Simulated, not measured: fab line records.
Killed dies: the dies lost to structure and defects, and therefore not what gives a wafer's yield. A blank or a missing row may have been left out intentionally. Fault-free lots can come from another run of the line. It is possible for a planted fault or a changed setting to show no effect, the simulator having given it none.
One fault seen from 3 desks	flow n5 finfet	every desk sees just its own numbers, and what lay behind them comes last

== AT THE METROLOGY DESK ==
What the gauges read for every lot (on any tool): the sampled wafers with a number, averaged. A lot is out of limits, marked OUT, if its mean lies more than 4 standard deviations from the usual mean; the brackets give that distance.
Columns: A = cd nm at N5_BEOL_M8_CD_MEAS_28, usual 39.97 nm; B = V7_OVL at N5_BEOL_M8_OVL_MEAS_29, usual -0.5 nm
lot	first seen here	A	B
L472	day 11 11:12	39.88	-0.7
L477	day 13 03:10	39.99	-1.0
L479	day 13 15:25	40.34	-1.0
L480	day 14 02:47	40.09	0.2
L485	day 16 08:26	39.59	-1.3
L487	day 16 13:20	40.41	-0.8
This desk's verdict: no lot among the 6 shows anything out of limits.

== THE DEFECT DESK ==
Lot by lot, what the route's inspections counted, given as the mean of those sampled wafers with a number. A lot is out of limits, marked OUT, if its mean lies more than 4 standard deviations from the usual mean; the brackets give that distance.
Columns: A = raw defect count at N5_BEOL_M8_INSPECT_30, usual 396
lot	first seen here	A
L472	day 11 11:17	477
L477	day 13 03:16	254
L479	day 13 15:31	320
L480	day 14 02:53	417
L485	day 16 08:32	367
L487	day 16 13:26	350
This desk's verdict: no lot among the 6 shows anything out of limits.

== AT THE TOOL OWNER'S DESK: rie diel-04 ==
The tool's own readings at N5_BEOL_M8_VIA_ETCH_34 (etches SiCOH lowk in C4F6/O2, target depth 125.5 nm, time 50.5 s): means of the sampled wafers that have a number, for each lot that ran on this tool. A lot is out of limits, marked OUT, if its mean lies more than 4 standard deviations from the usual mean; the brackets give that distance.
Columns: A = drypump motor current A at N5_BEOL_M8_VIA_ETCH_34, usual 5.6 A; B = oes_ar_750_au at N5_BEOL_M8_VIA_ETCH_34, usual 0.80 a.u.; C = oes product au at N5_BEOL_M8_VIA_ETCH_34, usual 0.80 a.u.; D = rf fwd power W at N5_BEOL_M8_VIA_ETCH_34, usual 341.5 W; E = rf vpp V at N5_BEOL_M8_VIA_ETCH_34, usual 673 V; F = showerhead plenum p Torr at N5_BEOL_M8_VIA_ETCH_34, usual 2.86 Torr; G = throttle valve pct at N5_BEOL_M8_VIA_ETCH_34, usual 20.85 %
lot	first seen here	A	B	C	D	E	F	G
L477	day 13 03:28	5.5	0.85	0.80	424.5 (+52) OUT	618	2.88	20.84
L480	day 14 03:11	5.4	0.86	0.80	425.2 (+52) OUT	609	2.81	21.02
L487	day 16 13:40	5.8	0.74	0.73	340.2	671	2.78	21.16
This desk's verdict: out of limits on L477, L480, starting with L477 at day 13 03:28 (rf fwd power W at N5_BEOL_M8_VIA_ETCH_34). L487 stayed within limits.

== TAKEN TOGETHER ==
The tool owner's desk had the chance to raise an alarm at day 13 03:28 on L477, L480.
Metrology desk: nothing out of limits seen.
The defect desk saw nothing out of limits.
The metrology desk has L477, L480 on record, within its limits.
The defect desk has L477, L480 on record, within its limits.
On rie diel-04, each named lot ran N5_BEOL_M8_VIA_ETCH_34.

== WHAT HAD BEEN PUT IN BY THE SIMULATOR ==
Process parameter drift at N5_BEOL_M8_VIA_ETCH_34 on rie diel-04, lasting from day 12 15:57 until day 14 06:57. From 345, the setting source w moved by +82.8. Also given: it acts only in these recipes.
Shown lots that were struck: L477, L480.
Each desk's first reading out of limits, in hours after the fault started: the tool owner's desk, 12.
